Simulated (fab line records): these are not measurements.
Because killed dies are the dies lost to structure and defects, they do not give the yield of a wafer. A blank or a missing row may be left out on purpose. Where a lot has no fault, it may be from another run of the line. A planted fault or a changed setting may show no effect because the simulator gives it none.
Chamber matching | flow n5 finfet | N5_BEOL_M13_DEP_53 on pecvd-03: 3 sister chambers
The step deposits SiCN from 3MS/NH3, target thk 50 nm, time 17.8 s. 6 wafers are shown with their chamber, then 7 later ones without.

WAFERS, EACH WITH ITS CHAMBER
wafer  | chamber | throttle valve pct (%) | showerhead plenum p Torr (Torr)
L074.6 | 2       | 16.9                   | 4.137
L083.6 | 1       | 20.8                   | 4.152
L085.2 | 1       | 20.7                   | 4.146
L085.5 | 0       | 18.4                   | 4.136
L090.1 | 2       | 17.2                   | 4.148
L090.2 | 0       | 18.7                   | 4.138

WAFERS MISSING THEIR CHAMBER
wafer  | throttle valve pct (%) | showerhead plenum p Torr (Torr)
L090.4 | 20.8                   | 4.142
L095.1 | 20.6                   | 4.137
L095.2 | 18.4                   | 4.138
L095.3 | 17.3                   | 4.149
L097.1 | 20.6                   | 4.142
L097.3 | 17.4                   | 4.155
L097.5 | 17.4                   | 4.149

EACH ONE'S CHAMBER
wafer  | from the rows above | in truth
L090.4 | 1                   | 1
L095.1 | 1                   | 1
L095.2 | 0                   | 0
L095.3 | 2                   | 2
L097.1 | 1                   | 1
L097.3 | 2                   | 2
L097.5 | 2                   | 2
Correct placement for 7 of the 7. From these rows, 0 cannot be placed. Wrongly placed: 0.
How it was worked out, from the rows above alone: a wafer's distance from a chamber is the root of the sum, over the readings, of the square of ((its reading less the chamber's mean) divided by the reading's scatter). If the next closest chamber is less than 2 further off than the closest, the wafer can't be placed; otherwise it belongs to the closest. Each chamber's mean is taken over the wafers shown for it. The scatter: take each reading less its chamber's mean, square it, sum over the shown wafers, divide by the number of wafers less the number of chambers, and take the root.
